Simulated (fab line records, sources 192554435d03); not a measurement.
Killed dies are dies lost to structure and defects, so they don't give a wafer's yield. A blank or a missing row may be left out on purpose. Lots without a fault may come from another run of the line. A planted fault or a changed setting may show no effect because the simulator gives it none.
fab line records | flow n5_finfet
record lots=5 wafers=15 last_day=15
route steps=1938 shown BEOL_M1@777
lots that met no fault: from a run of the same line without faults
start_h: hours from the record's first day to the start of the lot's first wafer shown | wait_h: hours since the lot's step before | " the same as in the row above | L1.1+2: a row that stands for several wafers | - no value, or no start given | * or withheld: withheld | < > ~ a bound
route shown NAME@n: a module of which the file shows steps, and the number in the route of the first | usual: mean/standard deviation of fault-free wafers | same: alike in all rows | chamber/n: place in a boat | sites: the reading at each site | _std_site: their standard deviation | _edge_site: outer sites' mean less inner sites' | radius_mm: how far each site lies from the wafer's centre | mask NAME#n: copy n | behind: the tool/chamber that last shaped the wafer | hold: why the lot was held/for how many hours/how that ended | device: the transistor (n, p or np) that didn't switch | end of line: the same wafers' tests at the end of the route | a step without rows: its recipe alone | killed: dies lost to structure and defects at the first sort, not the wafer's yield | map: a wafer's dies, x killed, . not, _ none there
set.NAME: the setting as run; set.NAME@STEP: as run at that earlier step | model.NAME: the simulator's own value behind a step, which no gauge read
lots at some steps of the route; a table a step, a row a wafer
services: from which hour (start_h, from the record's first day; less than 0 if before it) a tool's chamber was out of use, for how many hours, and why
## steps
# step N5_BEOL_M1_COAT_67
# recipe resist=SOC temp_c=250 time_s=60 spin_rpm=1500 resist_thk_nm=60
# usual chill_plate_temp_C=23.03/0.1 resist_line_temp_C=23.00/0.095
# columns lot.wafer tool chamber start_h wait_h chill_plate_temp_C resist_line_temp_C
L074.1 litho_track-04 0 121.25 0.0 23.02 22.95
L074.5 " 0 " " 22.98 22.87
L074.6 " 0 " " 23.00 23.11
L081.4 litho_track-04 0 164.24 0.0 22.93 23.03
L081.5 " 0 " " 22.86 23.08
L081.6 " 0 " " 23.01 22.96
L082.2 litho_track-02 0 174.37 0.0 22.99 23.00
L082.4 " 0 " " 22.88 22.82
L082.6 " 0 " " 23.00 22.88
L083.1 litho_track-05 0 185.91 0.0 22.96 22.86
L083.3 " 0 " " 23.35 22.81
L083.4 " 0 " " 23.08 22.91
L087.2 litho_track-05 0 199.16 0.0 22.93 22.83
L087.3 " 0 " " 22.81 22.97
L087.6 " 0 " " 23.00 23.13
# step N5_BEOL_M1_COAT_68
# recipe resist=SiARC temp_c=220 time_s=60 spin_rpm=1500 resist_thk_nm=12
# usual chill_plate_temp_C=23.01/0.11 resist_line_temp_C=23.02/0.092
# columns lot.wafer tool chamber start_h wait_h chill_plate_temp_C resist_line_temp_C
L074.1 litho_track-04 0 - - 22.88 23.16
L074.5 " 0 " " 22.88 22.95
L074.6 " 0 " " 23.02 22.89
L081.4 litho_track-04 0 - - 22.98 22.86
L081.5 " 0 " " 22.88 22.81
L081.6 " 0 " " 22.95 23.00
L082.2 litho_track-02 0 - - 23.07 23.13
L082.4 " 0 " " 23.03 22.94
L082.6 " 0 " " 22.93 22.99
L083.1 litho_track-05 0 - - 22.79 23.03
L083.3 " 0 " " 22.85 22.90
L083.4 " 0 " " 22.97 23.16
L087.2 litho_track-05 0 - - 22.97 23.10
L087.3 " 0 " " 23.17 22.98
L087.6 " 0 " " 23.14 23.22
# step N5_BEOL_M1_COAT_76
# recipe resist=underlayer temp_c=205 time_s=60 spin_rpm=1500 resist_thk_nm=5
# usual chill_plate_temp_C=23.00/0.098 resist_line_temp_C=23.00/0.11
# columns lot.wafer tool chamber start_h wait_h chill_plate_temp_C resist_line_temp_C
L074.1 litho_track-04 0 - - 22.98 23.15
L074.5 " 0 " " 22.88 23.03
L074.6 " 0 " " 22.98 23.07
L081.4 litho_track-04 0 - - 22.96 23.09
L081.5 " 0 " " 22.96 23.04
L081.6 " 0 " " 22.98 23.10
L082.2 litho_track-02 0 - - 23.02 23.03
L082.4 " 0 " " 23.10 23.00
L082.6 " 0 " " 23.07 23.06
L083.1 litho_track-05 0 - - 22.94 22.97
L083.3 " 0 " " 23.08 23.07
L083.4 " 0 " " 23.01 23.14
L087.2 litho_track-05 0 - - 23.06 23.18
L087.3 " 0 " " 23.08 23.09
L087.6 " 0 " " 23.14 23.06
# step N5_BEOL_M1_COAT_22
# recipe resist=CAR-EUV spin_rpm=1500 resist_thk_nm=30
# usual chill_plate_temp_C=23.01/0.12 resist_line_temp_C=22.98/0.11
# columns lot.wafer tool chamber start_h wait_h chill_plate_temp_C resist_line_temp_C
L074.1 litho_track-04 0 - - 22.82 23.07
L074.5 " 0 " " 23.07 22.87
L074.6 " 0 " " 23.06 22.94
L081.4 litho_track-04 0 - - 22.92 22.85
L081.5 " 0 " " 23.15 23.05
L081.6 " 0 " " 23.06 22.86
L082.2 litho_track-02 0 - - 22.92 23.04
L082.4 " 0 " " 23.06 23.04
L082.6 " 0 " " 22.96 22.93
L083.1 litho_track-05 0 - - 23.18 23.01
L083.3 " 0 " " 23.39 23.03
L083.4 " 0 " " 23.22 23.06
L087.2 litho_track-05 0 - - 23.01 22.89
L087.3 " 0 " " 22.96 22.94
L087.6 " 0 " " 22.88 22.89
# step N5_BEOL_M1_EBR_24
# recipe solvent=PGMEA ebr_width_mm=1.5
# usual chill_plate_temp_C=22.99/0.11 resist_line_temp_C=23.01/0.11
# columns lot.wafer tool chamber start_h wait_h chill_plate_temp_C resist_line_temp_C
L074.1 litho_track-04 0 - - 22.90 22.81
L074.5 " 0 " " 22.94 22.96
L074.6 " 0 " " 23.08 22.96
L081.4 litho_track-04 0 - - 22.82 23.04
L081.5 " 0 " " 23.06 23.11
L081.6 " 0 " " 22.87 23.07
L082.2 litho_track-02 0 - - 23.07 22.87
L082.4 " 0 " " 22.86 22.98
L082.6 " 0 " " 23.08 22.84
L083.1 litho_track-05 0 - - 22.94 23.11
L083.3 " 0 " " 22.96 23.08
L083.4 " 0 " " 22.97 23.25
L087.2 litho_track-05 0 - - 22.91 23.06
L087.3 " 0 " " 23.08 23.09
L087.6 " 0 " " 22.98 23.03
# step N5_BEOL_M1_SOFTBAKE_23
# recipe temp_c=110 time_s=60 resist=CAR-EUV
# usual chill_plate_temp_C=22.99/0.085 resist_line_temp_C=23.01/0.11
# columns lot.wafer tool chamber start_h wait_h chill_plate_temp_C resist_line_temp_C
L074.1 litho_track-04 0 - - 22.96 22.93
L074.5 " 0 " " 22.97 22.95
L074.6 " 0 " " 22.97 22.99
L081.4 litho_track-04 0 - - 23.30 22.95
L081.5 " 0 " " 23.03 22.71
L081.6 " 0 " " 22.91 22.86
L082.2 litho_track-02 0 - - 22.96 22.98
L082.4 " 0 " " 23.13 23.06
L082.6 " 0 " " 22.94 22.95
L083.1 litho_track-05 0 - - 22.96 23.07
L083.3 " 0 " " 23.09 23.02
L083.4 " 0 " " 22.93 22.87
L087.2 litho_track-05 0 - - 23.04 22.97
L087.3 " 0 " " 23.01 22.86
L087.6 " 0 " " 22.89 22.94
# step N5_BEOL_M1_EXPOSE_25
# recipe mask_id=V0 na=0.33 source_shape=quasar sigma_inner=0.2 sigma_outer=0.8 polarization=unpolarized defocus_nm=5 target_cd_nm=24 dose_mj=63
# same na=0.33
# columns lot.wafer tool chamber start_h wait_h mask
L074.1+5+6 euv_scanner-01 0 121.39 - V0#0
L081.4+5+6 euv_scanner-01 0 164.40 - V0#0
L082.2+4+6 euv_scanner-02 0 174.64 - V0#0
L083.1+3+4 euv_scanner-02 0 186.06 - V0#0
L087.2+3+6 euv_scanner-01 0 199.31 - V0#0
# step N5_BEOL_M1_PEB_26
# recipe peb_temp_c=100 peb_time_s=60 resist=CAR-EUV
# usual chill_plate_temp_C=23.00/0.1 resist_line_temp_C=22.99/0.11
# columns lot.wafer tool chamber start_h wait_h chill_plate_temp_C resist_line_temp_C
L074.1 litho_track-02 0 121.47 0.1 23.01 23.13
L074.5 " 0 " " 22.99 23.08
L074.6 " 0 " " 22.87 23.09
L081.4 litho_track-04 0 164.45 0.0 22.93 22.97
L081.5 " 0 " " 22.69 22.84
L081.6 " 0 " " 22.93 22.92
L082.2 litho_track-04 0 174.71 0.1 22.82 23.27
L082.4 " 0 " " 23.10 23.25
L082.6 " 0 " " 23.00 23.09
L083.1 litho_track-05 0 186.14 0.1 23.05 23.02
L083.3 " 0 " " 23.23 23.05
L083.4 " 0 " " 23.11 22.98
L087.2 litho_track-04 0 199.38 0.1 22.89 23.09
L087.3 " 0 " " 22.93 23.10
L087.6 " 0 " " 22.89 23.22
# step N5_BEOL_M1_DEVELOP_27
# recipe develop_time_s=30 developer=TMAH resist=CAR-EUV rinse_liquid=surfactant_rinse dry=air_spin dev_temp_c=23
# usual chill_plate_temp_C=23.03/0.11 resist_line_temp_C=23.02/0.12
# columns lot.wafer tool chamber start_h wait_h chill_plate_temp_C resist_line_temp_C
L074.1 litho_track-02 0 - - 23.10 23.02
L074.5 " 0 " " 23.22 22.84
L074.6 " 0 " " 23.12 22.83
L081.4 litho_track-04 0 - - 23.12 23.15
L081.5 " 0 " " 23.02 23.09
L081.6 " 0 " " 23.18 23.19
L082.2 litho_track-04 0 - - 22.94 23.03
L082.4 " 0 " " 23.08 23.11
L082.6 " 0 " " 23.03 23.11
L083.1 litho_track-05 0 - - 23.04 23.25
L083.3 " 0 " " 22.99 23.31
L083.4 " 0 " " 22.98 22.99
L087.2 litho_track-04 0 - - 23.01 23.06
L087.3 " 0 " " 23.05 23.03
L087.6 " 0 " " 22.94 22.97
# step N5_BEOL_M1_CD_MEAS_28
# recipe landing_energy_ev=500 detector=se_inlens target_cd_y_nm=23.3
# usual cd_nm=24.02/0.21
# columns lot.wafer tool chamber start_h wait_h cd_nm
L074.1 cd_sem-02 0 121.54 - 24.10
L074.5 " 0 " " 23.75
L074.6 " 0 " " 24.10
L081.4 cd_sem-03 0 164.52 - 23.63
L081.5 " 0 " " 23.61
L081.6 " 0 " " 24.06
L082.2 cd_sem-02 0 174.78 - 23.60
L082.4 " 0 " " 24.16
L082.6 " 0 " " 24.34
L083.1 cd_sem-01 0 186.21 - 24.18
L083.3 " 0 " " 23.96
L083.4 " 0 " " 24.47
L087.2 cd_sem-01 0 199.44 - 23.81
L087.3 " 0 " " 23.87
L087.6 " 0 " " 23.75
# step N5_BEOL_M1_OVL_MEAS_29
# recipe points_per_wafer=522
# usual V0_OVL=-0.1/0.73
# columns lot.wafer tool chamber start_h wait_h V0_OVL[nm]
L074.1 overlay-01 0 121.57 0.0 1.0
L074.5 " 0 " " 0.9
L074.6 " 0 " " 0.6
L081.4 overlay-01 0 164.57 0.0 0.4
L081.5 " 0 " " 1.1
L081.6 " 0 " " 1.4
L082.2 overlay-02 0 174.81 0.0 0.6
L082.4 " 0 " " 0.5
L082.6 " 0 " " 0.0
L083.1 overlay-02 0 186.24 0.0 0.0
L083.3 " 0 " " -0.2
L083.4 " 0 " " -0.4
L087.2 overlay-01 0 199.48 0.0 0.5
L087.3 " 0 " " -0.7
L087.6 " 0 " " 0.4
# step N5_BEOL_M1_INSPECT_30
# recipe mode=adi inspect_instrument=brightfield
# usual raw_defect_count=462/110
# columns lot.wafer tool chamber start_h wait_h raw_defect_count
L074.1 defect_inspect-02 - 121.63 0.1 414
L074.5 " - " " 421
L074.6 " - " " 319
L081.4 defect_inspect-02 - 164.61 0.0 482
L081.5 " - " " 385
L081.6 " - " " 467
L082.2 defect_inspect-02 - 174.87 0.0 349
L082.4 " - " " 378
L082.6 " - " " 422
L083.1 defect_inspect-01 - 186.30 0.1 469
L083.3 " - " " 510
L083.4 " - " " 438
L087.2 defect_inspect-01 - 199.53 0.0 522
L087.3 " - " " 409
L087.6 " - " " 451
# step N5_BEOL_M1_DESCUM_33
# recipe chemistry=O2 time_s=7 source_power_w=50 bias_power_w=20 pressure_mtorr=20 rf_frequency_hz=2.712e+07 temp_c=40 resist=CAR-EUV o2_flow_sccm=225
# usual drypump_motor_current_A=5.7/0.47 oes_product_au=0.81/0.073 rf_vpp_V=243.4/1.5 showerhead_plenum_p_Torr=2.11/0.082 throttle_valve_pct=20.41/0.17
# columns lot.wafer tool chamber start_h wait_h drypump_motor_current_A oes_product_au rf_hours_counter_h rf_vpp_V showerhead_plenum_p_Torr throttle_valve_pct
L074.1 rie_diel-05 3 121.71 0.1 5.4 0.72 212 242.0 2.07 20.27
L074.5 " 2 " " 5.4 0.89 - 245.1 2.22 20.33
L074.6 " 1 " " 5.3 0.90 - 244.5 2.22 20.19
L081.4 rie_diel-04 0 164.66 0.0 6.3 0.74 - 242.5 2.09 20.36
L081.5 " 2 " " 4.7 0.73 - 243.8 2.17 20.19
L081.6 " 1 " " 5.3 0.86 - 243.2 2.04 20.74
L082.2 rie_diel-03 0 174.90 0.0 5.4 0.76 150 243.4 2.09 20.54
L082.4 " 2 " " 6.2 0.86 67 244.4 2.12 20.17
L082.6 " 0 " " 5.4 0.76 - 242.7 2.09 20.54
L083.1 rie_diel-05 2 186.33 0.0 5.4 0.85 71 243.6 2.22 20.36
L083.3 " 3 " " 5.4 0.71 232 242.7 2.06 20.31
L083.4 " 1 " " 5.3 0.88 57 243.4 2.21 20.20
L087.2 rie_diel-04 1 199.57 0.0 5.4 0.85 56 242.3 2.03 20.73
L087.3 " 3 " " 6.0 0.73 165 242.1 2.00 20.35
L087.6 " 2 " " 4.8 0.74 - 243.4 2.16 20.21
# step N5_BEOL_M1_ETCH_77
# recipe chemistry=N2/H2 target=underlayer target_depth_a=65 mask_material=CAR-EUV time_s=5.2 ion_energy_ev=200 pressure_mtorr=30 source_w=840 bias_w=150 n2_flow_sccm=200 h2_flow_sccm=200 ends=cleared
# usual drypump_motor_current_A=5.7/0.47 etch_rf_on_time_s=5.17/0.11 h2_flow_sccm=200.1/0.59 oes_product_au=0.69/0.065 rf_vpp_V=524.3/3 showerhead_plenum_p_Torr=2.57/0.1 throttle_valve_pct=17.87/0.19
# columns lot.wafer tool chamber start_h wait_h drypump_motor_current_A etch_rf_on_time_s h2_flow_sccm oes_product_au rf_hours_counter_h rf_vpp_V showerhead_plenum_p_Torr throttle_valve_pct
L074.1 rie_diel-05 3 121.75 0.0 5.4 5.24 200.0 0.60 212 521.5 2.52 17.73
L074.5 " 2 " " 5.4 5.16 200.3 0.75 - 527.9 2.69 17.86
L074.6 " 1 " " 5.4 5.05 200.3 0.78 - 528.3 2.70 17.58
L081.4 rie_diel-04 0 164.68 0.0 6.3 5.27 200.2 0.63 - 523.7 2.54 17.71
L081.5 " 2 " " 4.8 5.15 200.4 0.62 - 525.1 2.64 17.67
L081.6 " 1 " " 5.3 4.94 200.1 0.73 - 521.9 2.48 18.20
L082.2 rie_diel-03 0 174.94 0.0 5.4 5.20 200.6 0.64 150 523.2 2.54 17.93
L082.4 " 2 " " 6.2 5.26 199.9 0.73 67 523.5 2.58 17.59
L082.6 " 0 " " 5.4 5.23 200.6 0.64 - 524.3 2.54 17.95
L083.1 rie_diel-05 2 186.37 0.0 5.4 5.17 200.4 0.73 71 529.2 2.69 17.88
L083.3 " 3 " " 5.3 5.31 201.6 0.59 232 524.7 2.51 17.77
L083.4 " 1 " " 5.3 5.01 200.4 0.74 57 527.2 2.69 17.61
L087.2 rie_diel-04 1 199.60 0.0 5.4 5.01 199.9 0.73 56 524.3 2.47 18.21
L087.3 " 3 " " 6.0 5.11 201.0 0.63 165 519.0 2.43 17.84
L087.6 " 2 " " 4.8 5.19 200.6 0.62 - 527.2 2.64 17.68
# step N5_BEOL_M1_ETCH_69
# recipe chemistry=CF4 target=SiARC target_depth_a=156 mask_material=CAR-EUV time_s=26 ion_energy_ev=80 pressure_mtorr=40 source_w=545 bias_w=36 Ar_flow_sccm=100 cf4_flow_sccm=100 ends=cleared
# usual drypump_motor_current_A=5.7/0.47 etch_rf_on_time_s=25.8/0.5 oes_product_au=0.69/0.064 rf_vpp_V=184.3/1.2 showerhead_plenum_p_Torr=2.16/0.078 throttle_valve_pct=15.59/0.16
# columns lot.wafer tool chamber start_h wait_h drypump_motor_current_A etch_rf_on_time_s oes_product_au rf_hours_counter_h rf_vpp_V showerhead_plenum_p_Torr throttle_valve_pct
L074.1 rie_diel-05 3 121.77 0.0 5.3 26.2 0.61 212 183.5 2.13 15.58
L074.5 " 2 " " 5.4 25.8 0.76 - 183.9 2.26 15.40
L074.6 " 1 " " 5.3 25.2 0.78 - 185.5 2.27 15.32
L081.4 rie_diel-04 0 164.72 0.0 6.3 26.7 0.62 - 184.5 2.13 15.54
L081.5 " 2 " " 4.8 26.2 0.62 - 183.7 2.22 15.47
L081.6 " 1 " " 5.4 25.3 0.73 - 183.9 2.09 15.86
L082.2 rie_diel-03 0 174.95 0.0 5.4 26.2 0.64 150 184.8 2.14 15.80
L082.4 " 2 " " 6.2 26.1 0.72 67 183.7 2.17 15.42
L082.6 " 0 " " 5.4 25.9 0.64 - 183.1 2.14 15.81
L083.1 rie_diel-05 2 186.38 0.0 5.4 26.0 0.73 71 183.5 2.25 15.44
L083.3 " 3 " " 5.3 26.6 0.59 232 183.4 2.12 15.61
L083.4 " 1 " " 5.3 25.4 0.75 57 184.7 2.26 15.39
L087.2 rie_diel-04 1 199.62 0.0 5.4 25.1 0.73 56 184.6 2.09 15.86
L087.3 " 3 " " 6.0 25.5 0.64 165 183.2 2.06 15.60
L087.6 " 2 " " 4.7 25.7 0.62 - 185.8 2.22 15.50
# step N5_BEOL_M1_ALD_98
# recipe material=SiO2 target_thk_a=25 temp_c=100 ald_precursor_family=BDEAS ald_co_reactant=O2-plasma pulse_time_s=1 co_reactant_pulse_time_s=1 purge_time_s=2 co_reactant_purge_time_s=2 ald_cycles=17 pressure_torr=2
# usual heater_power_w=73/7.5 precursor_pulse_height_rel=1.001/0.021
# columns lot.wafer tool chamber start_h wait_h heater_power_w precursor_pulse_height_rel
L074.1 ald_sin-03 1 121.85 0.1 59 1.017
L074.5 " 2 " " 72 1.019
L074.6 " 1 " " 61 0.997
L081.4 ald_sin-04 3 164.77 0.0 68 0.990
L081.5 " 3 " " 66 1.020
L081.6 " 0 " " 77 1.008
L082.2 ald_sin-02 2 175.03 0.1 82 1.020
L082.4 " 1 " " 77 0.967
L082.6 " 0 " " 81 0.972
L083.1 ald_sin-03 2 186.47 0.1 72 0.969
L083.3 " 0 " " 67 1.032
L083.4 " 3 " " 84 0.966
L087.2 ald_sin-04 2 199.70 0.1 77 1.028
L087.3 " 3 " " 65 0.999
L087.6 " 2 " " 73 1.008
# step N5_BEOL_M1_ETCHBACK_99
# recipe chemistry=CHF3 target=SiO2 target_depth_a=50 time_s=10.4 source_w=215 bias_w=47 Ar_flow_sccm=200 CHF3_flow_sccm=12 ion_energy_ev=100 pressure_mtorr=30
# usual drypump_motor_current_A=5.7/0.47 oes_product_au=0.80/0.071 rf_vpp_V=239.3/2.8 showerhead_plenum_p_Torr=2.16/0.08 throttle_valve_pct=17.05/0.17
# columns lot.wafer tool chamber start_h wait_h drypump_motor_current_A oes_product_au rf_hours_counter_h rf_vpp_V showerhead_plenum_p_Torr throttle_valve_pct
L074.1 rie_diel-03 1 128.03 6.1 6.0 0.74 172 234.4 2.06 17.06
L074.5 " 2 " " 6.2 0.87 - 240.6 2.18 16.80
L074.6 " 1 " " 6.0 0.75 - 236.2 2.06 17.06
L081.4 rie_diel-03 0 167.40 2.6 5.4 0.76 - 242.7 2.16 17.26
L081.5 " 3 " " 6.0 0.96 - 240.6 2.30 17.13
L081.6 " 1 " " 6.0 0.74 - 235.1 2.05 17.08
L082.2 rie_diel-05 2 184.97 9.9 5.4 0.86 70 243.6 2.26 16.90
L082.4 " 3 " " 5.3 0.70 232 238.0 2.13 17.05
L082.6 " 3 " " 5.3 0.70 - 239.0 2.13 17.07
L083.1 rie_diel-04 2 188.72 2.2 4.7 0.73 183 238.6 2.23 16.91
L083.3 " 1 " " 5.4 0.86 52 234.4 2.10 17.36
L083.4 " 3 " " 6.0 0.73 163 234.1 2.05 17.00
L087.2 rie_diel-04 1 206.68 6.9 5.4 0.85 57 234.9 2.10 17.37
L087.3 " 0 " " 6.3 0.72 183 239.4 2.13 17.02
L087.6 " 1 " " 5.4 0.84 - 234.3 2.10 17.37
# step N5_BEOL_M1_ETCH_70
# recipe chemistry=N2/H2 target=SOC target_depth_a=800 overetch_a=160 mask_material=SiARC temp_c=40 time_s=120 ion_energy_ev=200 pressure_mtorr=30 source_w=840 bias_w=150 n2_flow_sccm=200 h2_flow_sccm=200
# usual drypump_motor_current_A=5.7/0.47 h2_flow_sccm=200.0/0.6 oes_product_au=0.61/0.052 rf_vpp_V=524.2/2.8 showerhead_plenum_p_Torr=2.56/0.099 throttle_valve_pct=17.81/0.19
# columns lot.wafer tool chamber start_h wait_h drypump_motor_current_A h2_flow_sccm oes_product_au rf_hours_counter_h rf_vpp_V showerhead_plenum_p_Torr throttle_valve_pct
L074.1 rie_diel-03 1 128.06 0.0 6.0 200.5 0.57 172 521.0 2.42 17.75
L074.5 " 2 " " 6.2 199.5 0.66 - 524.2 2.58 17.51
L074.6 " 1 " " 6.0 200.3 0.57 - 521.6 2.42 17.74
L081.4 rie_diel-03 0 167.46 0.0 5.4 200.0 0.59 - 523.5 2.54 17.90
L081.5 " 3 " " 6.1 201.2 0.72 - 527.4 2.72 17.92
L081.6 " 1 " " 6.0 199.6 0.56 - 520.8 2.41 17.78
L082.2 rie_diel-05 2 185.00 0.0 5.4 200.3 0.65 70 529.4 2.69 17.83
L082.4 " 3 " " 5.3 200.1 0.54 232 522.0 2.51 17.75
L082.6 " 3 " " 5.4 198.6 0.53 - 521.5 2.51 17.76
L083.1 rie_diel-04 2 188.76 0.0 4.8 200.7 0.56 183 525.5 2.64 17.65
L083.3 " 1 " " 5.4 200.0 0.64 52 522.4 2.47 18.17
L083.4 " 3 " " 6.0 198.5 0.56 163 519.7 2.43 17.80
L087.2 rie_diel-04 1 206.72 0.0 5.4 200.2 0.64 57 521.9 2.47 18.20
L087.3 " 0 " " 6.3 200.0 0.56 183 523.8 2.53 17.71
L087.6 " 1 " " 5.4 199.6 0.63 - 521.7 2.47 18.19
# step N5_BEOL_M1_STRIP_71
# recipe chemistry=N2/H2 temp_c=40 n2_flow_sccm=200 h2_flow_sccm=200 rf_frequency_hz=6e+07
# columns lot.wafer tool chamber start_h wait_h
L074.1+5+6 rie_diel-03 1,2,1 128.14 0.0
L081.4+5+6 rie_diel-03 0,3,1 167.51 0.0
L082.2+4+6 rie_diel-05 2,3,3 185.08 0.0
L083.1+3+4 rie_diel-04 2,1,3 188.84 0.0
L087.2+3+6 rie_diel-04 1,0,1 206.80 0.0
# step N5_BEOL_M1_STRIP_78
# recipe chemistry=N2/H2 temp_c=40 n2_flow_sccm=200 h2_flow_sccm=200 rf_frequency_hz=6e+07
# columns lot.wafer tool chamber start_h wait_h
L074.1+5+6 rie_diel-03 1,2,1 128.15 0.0
L081.4+5+6 rie_diel-03 0,3,1 167.52 0.0
L082.2+4+6 rie_diel-05 2,3,3 185.09 0.0
L083.1+3+4 rie_diel-04 2,1,3 188.85 0.0
L087.2+3+6 rie_diel-04 1,0,1 206.81 0.0
# step N5_BEOL_M1_VIA_ETCH_34
# recipe chemistry=C4F6/O2 target_depth_a=678 mask_material=SOC pressure_mtorr=15 ion_energy_ev=250 taper_deg=4 time_s=64.4 source_w=350 bias_w=170 Ar_flow_sccm=300 C4F6_flow_sccm=10 O2_flow_sccm=10
# usual C4F6_flow_sccm=9.998/0.028 drypump_motor_current_A=5.7/0.47 oes_product_au=0.80/0.072 rf_vpp_V=661/6.8 showerhead_plenum_p_Torr=2.86/0.1 throttle_valve_pct=30.74/0.23
# columns lot.wafer tool chamber start_h wait_h C4F6_flow_sccm drypump_motor_current_A oes_product_au rf_hours_counter_h rf_vpp_V showerhead_plenum_p_Torr throttle_valve_pct
L074.1 rie_diel-03 1 128.16 0.0 10.013 6.0 0.74 172 651 2.72 30.71
L074.5 " 2 " " 10.017 6.2 0.87 - 666 2.88 30.46
L074.6 " 1 " " 9.994 6.0 0.74 - 652 2.72 30.69
L081.4 rie_diel-03 0 167.55 0.0 9.978 5.4 0.76 - 669 2.85 30.87
L081.5 " 3 " " 10.001 6.0 0.97 - 664 3.03 31.00
L081.6 " 1 " " 9.979 6.0 0.74 - 651 2.72 30.70
L082.2 rie_diel-05 2 185.10 0.0 9.956 5.4 0.86 70 668 2.98 30.65
L082.4 " 3 " " 9.985 5.3 0.70 232 659 2.81 30.64
L082.6 " 3 " " 10.012 5.4 0.70 - 658 2.81 30.64
L083.1 rie_diel-04 2 188.86 0.0 10.025 4.7 0.73 183 663 2.94 30.50
L083.3 " 1 " " 9.951 5.4 0.86 52 649 2.78 31.27
L083.4 " 3 " " 10.021 6.0 0.74 163 650 2.72 30.62
L087.2 rie_diel-04 1 206.82 0.0 10.000 5.4 0.85 57 649 2.77 31.27
L087.3 " 0 " " 9.988 6.2 0.74 183 661 2.82 30.51
L087.6 " 1 " " 10.048 5.4 0.85 - 650 2.77 31.28
# step N5_BEOL_M1_STRIP_83
# recipe chemistry=C4F6/O2 resist=SiARC rf_frequency_hz=6e+07
# columns lot.wafer tool chamber start_h wait_h
L074.1+5+6 rie_diel-03 1,2,1 128.21 0.0
L081.4+5+6 rie_diel-03 0,3,1 167.58 0.0
L082.2+4+6 rie_diel-05 2,3,3 185.15 0.0
L083.1+3+4 rie_diel-04 2,1,3 188.91 0.0
L087.2+3+6 rie_diel-04 1,0,1 206.87 0.0
# step N5_BEOL_M1_STRIP_36
# recipe chemistry=N2/H2 power_w=450 temp_c=40 pressure_mtorr=20 rf_frequency_hz=6e+07 overash_fraction=0.3 bias_power_w=7 h2_frac=0.5 n2_flow_sccm=200 h2_flow_sccm=200
# usual drypump_motor_current_A=5.7/0.47 h2_flow_sccm=200.0/0.57 oes_product_au=0.80/0.071 rf_vpp_V=59.0/1.6 showerhead_plenum_p_Torr=2.55/0.099 throttle_valve_pct=23.64/0.28
# columns lot.wafer tool chamber start_h wait_h drypump_motor_current_A h2_flow_sccm oes_product_au rf_hours_counter_h rf_vpp_V showerhead_plenum_p_Torr throttle_valve_pct
L074.1 rie_diel-03 1 128.22 0.0 6.0 200.2 0.74 172 59.3 2.41 23.59
L074.5 " 2 " " 6.2 200.8 0.87 - 58.7 2.58 23.27
L074.6 " 1 " " 6.0 200.6 0.73 - 57.7 2.41 23.53
L081.4 rie_diel-03 0 167.60 0.0 5.4 200.0 0.76 - 57.3 2.54 23.57
L081.5 " 3 " " 6.0 199.4 0.94 - 60.7 2.71 23.92
L081.6 " 1 " " 6.0 200.1 0.73 - 57.6 2.41 23.56
L082.2 rie_diel-05 2 185.16 0.0 5.4 200.6 0.86 70 59.6 2.68 23.84
L082.4 " 3 " " 5.4 200.6 0.70 232 59.4 2.50 23.47
L082.6 " 3 " " 5.4 200.6 0.70 - 56.1 2.50 23.48
L083.1 rie_diel-04 2 188.92 0.0 4.7 200.4 0.73 183 62.3 2.63 23.38
L083.3 " 1 " " 5.3 200.2 0.85 52 60.8 2.47 24.21
L083.4 " 3 " " 6.1 199.6 0.74 163 61.0 2.43 23.66
L087.2 rie_diel-04 1 206.88 0.0 5.4 200.6 0.84 57 58.8 2.47 24.18
L087.3 " 0 " " 6.3 198.0 0.73 183 57.4 2.53 23.39
L087.6 " 1 " " 5.4 200.3 0.84 - 57.4 2.47 24.18
# step N5_BEOL_M1_TRENCH_ETCH_37
# recipe chemistry=C4F6/O2 target_depth_a=552.07 target=SiOC time_s=29 ion_energy_ev=250 pressure_mtorr=30 source_w=355 bias_w=185 Ar_flow_sccm=300 C4F6_flow_sccm=10 O2_flow_sccm=10
# usual C4F6_flow_sccm=9.998/0.029 drypump_motor_current_A=5.7/0.47 oes_product_au=0.80/0.071 rf_vpp_V=661/6.9 showerhead_plenum_p_Torr=2.86/0.1 throttle_valve_pct=20.84/0.19
# columns lot.wafer tool chamber start_h wait_h C4F6_flow_sccm drypump_motor_current_A oes_product_au rf_hours_counter_h rf_vpp_V showerhead_plenum_p_Torr throttle_valve_pct
L074.1 rie_diel-03 1 - - 10.007 6.0 0.75 172 651 2.73 20.83
L074.5 " 2 " " 9.975 6.2 0.86 - 666 2.89 20.61
L074.6 " 1 " " 10.005 6.0 0.75 - 651 2.73 20.83
L081.4 rie_diel-03 0 - - 10.019 5.4 0.75 - 669 2.85 21.03
L081.5 " 3 " " 9.988 6.1 0.95 - 664 3.04 20.99
L081.6 " 1 " " 10.011 6.0 0.73 - 652 2.72 20.84
L082.2 rie_diel-05 2 - - 10.026 5.4 0.86 70 670 2.99 20.70
L082.4 " 3 " " 9.979 5.3 0.70 232 660 2.82 20.79
L082.6 " 3 " " 9.992 5.3 0.70 - 660 2.82 20.80
L083.1 rie_diel-04 2 - - 10.003 4.7 0.72 183 662 2.95 20.67
L083.3 " 1 " " 9.971 5.4 0.85 52 650 2.78 21.23
L083.4 " 3 " " 10.056 6.0 0.74 163 649 2.72 20.75
L087.2 rie_diel-04 1 - - 9.996 5.4 0.84 57 649 2.78 21.24
L087.3 " 0 " " 9.941 6.3 0.73 183 661 2.83 20.74
L087.6 " 1 " " 10.020 5.4 0.85 - 649 2.78 21.23
## services
# columns tool chamber start_h hours kind
euv_scanner-01 - 100.86 5.8 pm
litho_track-04 - 102.89 - consumable_replace:filter
ald_sin-04 - 104.09 1.6 repair
rie_diel-03 3 114.50 - clean
rie_diel-03 3 114.50 - consumable_replace:focus_ring
rie_diel-03 3 114.50 - consumable_replace:showerhead
rie_diel-03 3 114.50 19.1 scheduled_down
rie_diel-03 3 114.50 19.1 vent_cycle
euv_scanner-02 - 116.90 1.0 pm
euv_scanner-02 - 118.08 1.0 repair
ald_sin-04 - 134.13 3.2 repair
ald_sin-03 - 153.63 2.8 pm
euv_scanner-02 - 153.70 12.0 pm
rie_diel-04 3 158.32 14.6 repair
euv_scanner-01 0 164.26 - calibration
euv_scanner-01 - 165.70 1.0 pm
rie_diel-03 2 166.17 6.7 repair
euv_scanner-02 - 173.05 1.0 pm
ald_sin-02 - 178.08 14.0 pm
ald_sin-02 0 178.08 14.0 vent_cycle
ald_sin-02 1 178.08 14.0 vent_cycle
ald_sin-02 2 178.08 14.0 vent_cycle
ald_sin-02 3 178.08 14.0 vent_cycle
rie_diel-04 3 193.36 5.3 repair
## key
fault none
